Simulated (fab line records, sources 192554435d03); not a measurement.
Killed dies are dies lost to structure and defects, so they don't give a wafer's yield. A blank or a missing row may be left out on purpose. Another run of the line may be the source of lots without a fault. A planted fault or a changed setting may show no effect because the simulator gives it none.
fab line records	flow n5-finfet	part 2 of 2: steps 4 to 6 of 6
record lots=21	wafers=63	last-day=19
route steps=1938 shown FIN_SAQP@116 FIN_CUT@165
lots that met no fault: taken from a fault-free run of the same line
start-h: start of the lot's first displayed wafer, in hours after the record's first day	wait-h: time in hours since the lot's previous step	" the same as in the row above	L1.1+2: a single row standing in for several wafers	- no value present, or no start provided	* or withheld: withheld	< > ~ a bound
route shown NAME@n: a module of which the file shows steps, and the number in the route of the first	usual: the fault-free wafers' mean and standard deviation	same: alike in all rows	chamber/n: place in a boat	sites: each site's reading	_std_site: standard deviation of those values	_edge_site: outer sites' mean less inner sites'	radius-mm: how far each site lies from the wafer's centre	mask NAME#n: copy n	behind: tool/chamber where the wafer was last shaped	hold: reason for holding the lot/hours on hold/outcome of the hold	device: which transistor (n, p or np) failed to switch	end of line: the route-end tests of the same wafers	for a step that has no rows: nothing shown but its recipe	killed: not the wafer's yield, but the dies lost to structure and defects at the first sort	map: a wafer's dies, x killed, . not, _ none there
set.NAME: setting as actually run; set.NAME@STEP: the setting as run at that earlier step	model.NAME: the simulator's own value behind a step, which no gauge read
one table for each step of the route and one row for each wafer, over a sample of lots
services: the hour from which a tool's chamber was out of use, counted from the record's first day as start-h (under 0 if before that day), plus the number of hours and why
## steps
# step N5_FIN_SAQP_ETCH_57
# recipe chemistry=CH3F/O2	target=SiNx	mask-material=SiO2	target-depth-a=325	time-s=46.4	pressure-mtorr=30	source-w=395	bias-w=73	Ar_flow_sccm=150	CH3F_flow_sccm=30	O2_flow_sccm=20	ion-energy-ev=120	ends=cleared
# usual drypump-motor-current-A=5.5/0.34	etch-rf-on-time-s=45.9/0.9	oes_f_703_au=0.82/0.098	oes-product-au=0.71/0.086	rf-vpp-V=298/4.5	showerhead-plenum-p-Torr=2.04/0.057	throttle-valve-pct=16.30/0.2
lot.wafer	tool	chamber	start-h	wait-h	drypump-motor-current-A	etch-rf-on-time-s	oes_f_703_au	oes-product-au	rf-hours-counter-h	rf-vpp-V	showerhead-plenum-p-Torr	throttle-valve-pct
L074.2	rie-diel-04	2	26.63	0.1	5.4	46.9	0.98	0.83	7	291	2.05	16.20
L074.3	"	0	"	"	5.8	46.7	0.74	0.64	165	296	1.99	16.40
L074.4	"	0	"	"	5.7	48.0	0.75	0.64	-	295	1.99	16.43
L076.2	rie-diel-01	1	35.72	0.1	5.9	45.8	0.73	0.62	167	299	2.08	16.35
L076.3	"	3	"	"	5.7	47.1	0.69	0.57	248	295	1.97	16.53
L076.5	"	3	"	"	5.7	47.9	0.69	0.58	-	295	1.97	16.52
L078.1	rie-diel-02	2	49.29	0.0	5.5	45.0	0.76	0.67	133	302	2.00	16.23
L078.3	"	3	"	"	5.1	45.5	0.78	0.66	128	301	2.09	16.26
L078.4	"	0	"	"	5.7	45.1	0.73	0.62	180	298	2.07	16.66
L079.2	rie-diel-01	0	54.52	0.0	5.3	44.5	0.94	0.82	16	306	2.13	16.02
L079.5	"	0	"	"	5.3	45.4	0.94	0.82	-	307	2.13	16.01
L079.6	"	1	"	"	5.9	45.7	0.71	0.61	-	300	2.08	16.37
L080.2	rie-diel-02	0	64.27	0.1	5.6	46.4	0.73	0.62	185	299	2.07	16.67
L080.3	"	3	"	"	5.1	47.0	0.78	0.66	133	299	2.09	16.26
L080.6	"	3	"	"	5.1	48.4	0.78	0.66	-	300	2.09	16.26
L081.3	rie-diel-01	2	66.32	0.0	6.1	45.5	0.94	0.81	10	301	2.13	16.03
L081.5	"	3	"	"	5.7	47.1	0.99	0.84	-	295	1.96	16.06
L081.6	"	2	"	"	6.1	45.7	0.96	0.81	-	303	2.13	16.02
L082.2	rie-diel-01	0	72.64	0.0	5.2	44.8	0.92	0.80	23	305	2.13	16.03
L082.4	"	2	"	"	6.1	45.3	0.95	0.81	12	303	2.13	16.02
L082.5	"	0	"	"	5.3	46.4	0.92	0.81	-	306	2.13	16.02
L083.2	rie-diel-04	3	78.74	0.0	5.6	45.3	0.92	0.77	19	295	2.04	16.24
L083.3	"	2	"	"	5.4	45.5	0.92	0.78	31	292	2.04	16.24
L083.6	"	3	"	"	5.6	46.1	0.92	0.78	-	296	2.04	16.24
L084.2	rie-diel-02	2	84.56	0.0	5.5	45.5	0.75	0.65	146	302	2.00	16.23
L084.3	"	1	"	"	4.7	45.5	0.84	0.74	64	297	2.03	16.49
L084.4	"	3	"	"	5.1	47.0	0.77	0.65	140	298	2.09	16.29
L085.1	rie-diel-01	1	89.88	0.0	5.9	45.2	0.70	0.60	191	300	2.07	16.39
L085.2	"	3	"	"	5.7	45.3	0.95	0.81	10	295	1.96	16.08
L085.3	"	0	"	"	5.3	44.6	0.91	0.78	31	306	2.12	16.03
L086.4	rie-diel-04	3	97.38	0.0	5.6	45.5	0.90	0.76	26	296	2.04	16.27
L086.5	"	3	"	"	5.6	45.4	0.91	0.77	-	296	2.04	16.25
L086.6	"	0	"	"	5.7	45.7	0.73	0.63	-	294	1.98	16.46
L087.2	rie-diel-02	2	102.50	0.1	5.5	45.6	0.74	0.65	151	304	2.00	16.24
L087.4	"	3	"	"	5.1	47.3	0.77	0.65	146	301	2.09	16.27
L087.5	"	0	"	"	5.7	45.7	0.72	0.61	-	298	2.06	16.70
L088.2	rie-diel-04	3	110.68	0.1	5.6	45.3	0.89	0.76	30	295	2.04	16.27
L088.3	"	0	"	"	5.7	46.0	0.72	0.62	197	294	1.98	16.49
L088.5	"	1	"	"	5.4	45.2	0.94	0.81	-	293	1.96	16.16
L089.3	rie-diel-04	1	114.65	0.1	5.4	45.3	0.94	0.82	10	293	1.96	16.15
L089.4	"	2	"	"	5.4	45.6	0.89	0.76	43	293	2.04	16.27
L089.5	"	3	"	"	5.6	45.7	0.89	0.76	-	295	2.04	16.27
L090.2	rie-diel-01	2	120.34	0.0	6.1	45.5	0.91	0.78	29	302	2.13	16.05
L090.3	"	0	"	"	5.2	45.3	0.89	0.77	41	306	2.12	16.05
L090.4	"	3	"	"	5.7	46.5	0.92	0.80	19	295	1.96	16.10
L091.1	rie-diel-02	0	126.92	0.0	5.7	45.1	0.72	0.61	204	300	2.06	16.71
L091.3	"	1	"	"	4.7	45.0	0.83	0.72	81	297	2.02	16.53
L091.6	"	0	"	"	5.7	45.7	0.72	0.61	-	298	2.06	16.72
L093.1	rie-diel-02	2	138.32	0.1	5.5	46.0	0.73	0.64	166	303	1.99	16.27
L093.3	"	3	"	"	5.1	46.6	0.75	0.64	160	299	2.08	16.29
L093.6	"	0	"	"	5.7	47.0	0.72	0.60	-	299	2.06	16.74
L094.1	rie-diel-04	1	144.58	0.0	5.4	45.2	0.90	0.79	21	292	1.96	16.18
L094.2	"	2	"	"	5.4	44.8	0.88	0.75	55	291	2.04	16.31
L094.3	"	3	"	"	5.6	44.3	0.87	0.75	43	296	2.04	16.30
L095.2	rie-diel-01	1	151.94	0.0	5.9	45.4	0.70	0.60	209	299	2.07	16.43
L095.3	"	2	"	"	6.1	45.1	0.88	0.77	40	303	2.12	16.09
L095.6	"	3	"	"	5.7	46.6	0.89	0.76	-	294	1.95	16.13
L096.4	rie-diel-04	0	156.32	0.1	5.7	46.3	0.71	0.61	-	296	1.98	16.52
L096.5	"	2	"	"	5.4	46.1	0.88	0.74	-	291	2.03	16.30
L096.6	"	1	"	"	5.4	45.2	0.90	0.78	-	291	1.96	16.19
L097.1	rie-diel-01	0	165.37	0.0	5.3	45.4	0.86	0.75	58	306	2.11	16.08
L097.3	"	1	"	"	5.9	45.7	0.69	0.59	215	299	2.06	16.43
L097.6	"	1	"	"	5.9	46.2	0.69	0.60	-	299	2.06	16.45
# step N5_FIN_SAQP_ETCH_65
# recipe chemistry=CF4	target=SiO2	target-depth-a=40	ion-energy-ev=350	time-s=4.4	pressure-mtorr=10	icp-w=800	bias-w=400	cf4-flow-sccm=80
# usual drypump-motor-current-A=5.6/0.48	he-backside-leak-sccm=2.87/0.29	oes-product-au=0.999/0.011	throttle-valve-pct=21.77/0.19
lot.wafer	tool	chamber	start-h	wait-h	drypump-motor-current-A	he-backside-leak-sccm	oes-product-au	rf-hours-counter-h	throttle-valve-pct
L074.2	rie-si-01	3	26.74	0.1	4.7	3.14	0.999	39	21.86
L074.3	"	0	"	"	6.1	2.68	1.014	154	21.84
L074.4	"	2	"	"	5.3	3.01	0.999	104	21.58
L076.2	rie-si-01	2	35.83	0.1	5.3	2.96	0.987	104	21.58
L076.3	"	0	"	"	6.1	2.62	1.001	155	21.83
L076.5	"	2	"	"	5.3	2.98	0.995	-	21.57
L078.1	rie-si-06	2	49.40	0.1	6.1	2.95	0.996	104	21.75
L078.3	"	3	"	"	6.2	2.70	0.990	46	21.73
L078.4	"	0	"	"	4.9	3.24	0.985	204	22.25
L079.2	rie-si-01	3	54.63	0.1	4.7	2.96	0.994	40	21.87
L079.5	"	2	"	"	5.3	2.91	0.989	-	21.58
L079.6	"	1	"	"	5.8	2.49	1.014	-	21.71
L080.2	rie-si-02	1	64.37	0.1	6.0	3.51	1.012	142	21.69
L080.3	"	3	"	"	6.0	2.58	0.989	74	21.65
L080.6	"	0	"	"	5.7	2.47	1.011	-	21.83
L081.3	rie-si-01	3	66.43	0.1	4.7	3.13	0.985	40	21.86
L081.5	"	0	"	"	6.1	2.68	1.000	-	21.82
L081.6	"	1	"	"	5.7	2.68	1.008	-	21.70
L082.2	rie-si-06	1	72.75	0.1	5.0	2.76	0.982	124	21.44
L082.4	"	3	"	"	6.1	2.76	1.000	46	21.74
L082.5	"	3	"	"	6.2	2.80	0.981	-	21.73
L083.2	rie-si-02	1	78.85	0.1	6.0	3.54	1.021	142	21.70
L083.3	"	0	"	"	5.7	2.58	1.019	98	21.83
L083.6	"	0	"	"	5.7	2.61	1.013	-	21.85
L084.2	rie-si-06	0	84.67	0.1	4.9	2.81	0.992	0	22.21
L084.3	"	2	"	"	6.1	2.95	0.992	104	21.73
L084.4	"	1	"	"	5.0	2.65	0.988	124	21.44
L085.1	rie-si-02	1	89.99	0.1	5.9	3.47	1.011	143	21.69
L085.2	"	2	"	"	5.5	3.07	0.994	0	22.05
L085.3	"	0	"	"	5.7	2.70	1.015	99	21.83
L086.4	rie-si-02	3	97.49	0.1	6.0	2.57	0.984	75	21.64
L086.5	"	0	"	"	5.7	2.63	1.000	-	21.83
L086.6	"	3	"	"	6.0	2.66	0.995	-	21.65
L087.2	rie-si-02	1	102.62	0.1	6.0	3.65	1.014	143	21.70
L087.4	"	0	"	"	5.7	2.69	1.001	99	21.84
L087.5	"	2	"	"	5.5	3.06	0.988	-	22.05
L088.2	rie-si-02	3	110.78	0.1	6.0	2.71	0.996	75	21.65
L088.3	"	1	"	"	6.0	3.57	1.024	143	21.71
L088.5	"	3	"	"	6.0	2.57	0.999	-	21.62
L089.3	rie-si-02	0	114.75	0.1	5.7	2.51	1.018	99	21.85
L089.4	"	3	"	"	6.0	2.72	0.995	75	21.63
L089.5	"	3	"	"	6.0	2.59	0.984	-	21.65
L090.2	rie-si-01	2	120.45	0.1	5.3	3.17	0.983	106	21.57
L090.3	"	3	"	"	4.7	2.96	0.989	41	21.89
L090.4	"	0	"	"	6.1	2.67	0.999	156	21.82
L091.1	rie-si-01	3	127.03	0.1	4.7	3.09	1.007	41	21.89
L091.3	"	1	"	"	5.7	2.65	1.011	20	21.73
L091.6	"	1	"	"	5.7	2.52	1.011	-	21.72
L093.1	rie-si-06	3	138.42	0.1	6.2	2.95	0.990	47	21.72
L093.3	"	1	"	"	5.0	2.35	0.981	125	21.45
L093.6	"	3	"	"	6.2	2.86	0.995	-	21.75
L094.1	rie-si-06	1	144.69	0.1	5.0	2.66	0.995	125	21.45
L094.2	"	0	"	"	4.9	2.80	0.995	1	22.20
L094.3	"	2	"	"	6.1	3.92	0.995	106	21.73
L095.2	rie-si-01	1	152.05	0.1	5.8	2.76	1.017	20	21.73
L095.3	"	0	"	"	6.1	2.69	1.009	157	21.84
L095.6	"	0	"	"	6.1	2.66	1.005	-	21.84
L096.4	rie-si-01	0	156.38	0.0	6.1	2.62	1.005	157	21.83
L096.5	"	2	"	"	5.3	2.99	0.995	-	21.59
L096.6	"	3	"	"	4.7	2.98	1.005	-	21.91
L097.1	rie-si-06	0	165.48	0.1	4.9	2.77	0.999	2	22.22
L097.3	"	2	"	"	6.1	3.00	0.994	106	21.74
L097.6	"	3	"	"	6.2	2.83	0.991	-	21.74
# step N5_FIN_CUT_INSPECT_10
# recipe mode=adi	inspect-instrument=brightfield
# usual raw-defect-count=43/9.9
lot.wafer	tool	chamber	start-h	wait-h	raw-defect-count
L074.2	defect-inspect-02	-	29.41	0.0	51
L074.3	"	-	"	"	43
L074.4	"	-	"	"	38
L076.2	defect-inspect-02	-	38.52	0.0	35
L076.3	"	-	"	"	52
L076.5	"	-	"	"	30
L078.1	defect-inspect-02	-	51.89	0.1	50
L078.3	"	-	"	"	51
L078.4	"	-	"	"	26
L079.2	defect-inspect-01	-	57.23	0.0	44
L079.5	"	-	"	"	32
L079.6	"	-	"	"	31
L080.2	defect-inspect-01	-	67.58	0.0	45
L080.3	"	-	"	"	25
L080.6	"	-	"	"	64
L081.3	defect-inspect-01	-	68.85	0.0	34
L081.5	"	-	"	"	41
L081.6	"	-	"	"	53
L082.2	defect-inspect-02	-	75.48	0.0	35
L082.4	"	-	"	"	41
L082.5	"	-	"	"	45
L083.2	defect-inspect-01	-	81.44	0.0	29
L083.3	"	-	"	"	43
L083.6	"	-	"	"	19
L084.2	defect-inspect-02	-	87.07	0.0	29
L084.3	"	-	"	"	41
L084.4	"	-	"	"	44
L085.1	defect-inspect-02	-	92.86	0.1	68
L085.2	"	-	"	"	44
L085.3	"	-	"	"	58
L086.4	defect-inspect-01	-	100.69	0.0	35
L086.5	"	-	"	"	48
L086.6	"	-	"	"	37
L087.2	defect-inspect-01	-	105.11	0.0	50
L087.4	"	-	"	"	53
L087.5	"	-	"	"	29
L088.2	defect-inspect-01	-	113.17	0.0	39
L088.3	"	-	"	"	45
L088.5	"	-	"	"	49
L089.3	defect-inspect-02	-	117.28	0.0	54
L089.4	"	-	"	"	60
L089.5	"	-	"	"	53
L090.2	defect-inspect-01	-	123.14	0.0	31
L090.3	"	-	"	"	46
L090.4	"	-	"	"	62
L091.1	defect-inspect-02	-	129.39	0.1	61
L091.3	"	-	"	"	30
L091.6	"	-	"	"	61
L093.1	defect-inspect-01	-	140.92	0.1	43
L093.3	"	-	"	"	48
L093.6	"	-	"	"	38
L094.1	defect-inspect-01	-	147.34	0.1	35
L094.2	"	-	"	"	46
L094.3	"	-	"	"	45
L095.2	defect-inspect-01	-	154.73	0.0	56
L095.3	"	-	"	"	15
L095.6	"	-	"	"	35
L096.4	defect-inspect-01	-	161.95	0.0	38
L096.5	"	-	"	"	40
L096.6	"	-	"	"	42
L097.1	defect-inspect-02	-	169.43	0.1	61
L097.3	"	-	"	"	55
L097.6	"	-	"	"	41
## services
tool	chamber	start-h	hours	kind
rie-si-06	1	0.71	8.5	repair
rie-diel-01	1	2.32	5.7	repair
rie-diel-01	0	8.14	-	clean
rie-si-02	3	27.73	6.7	repair
rie-diel-04	0	37.44	4.8	repair
rie-si-02	3	38.60	2.0	repair
rie-si-06	0	51.06	-	clean
rie-si-06	0	51.06	19.7	scheduled-down
rie-si-06	0	51.06	19.7	vent-cycle
rie-si-02	2	75.73	-	clean
rie-si-02	2	75.73	13.4	scheduled-down
rie-si-02	2	75.73	13.4	vent-cycle
rie-diel-04	-	89.16	0.4	repair
rie-si-06	1	90.62	10.5	repair
rie-si-06	-	90.73	0.3	repair
rie-si-06	3	95.15	22.9	repair
rie-si-06	0	105.77	2.3	repair
rie-diel-02	0	113.52	7.3	repair
rie-si-06	0	129.46	5.0	repair
rie-diel-01	1	136.85	10.3	repair
rie-diel-02	1	137.28	9.5	repair
rie-diel-04	3	144.66	14.2	repair
rie-diel-02	-	159.50	1.4	repair
rie-si-02	-	161.79	2.8	pm
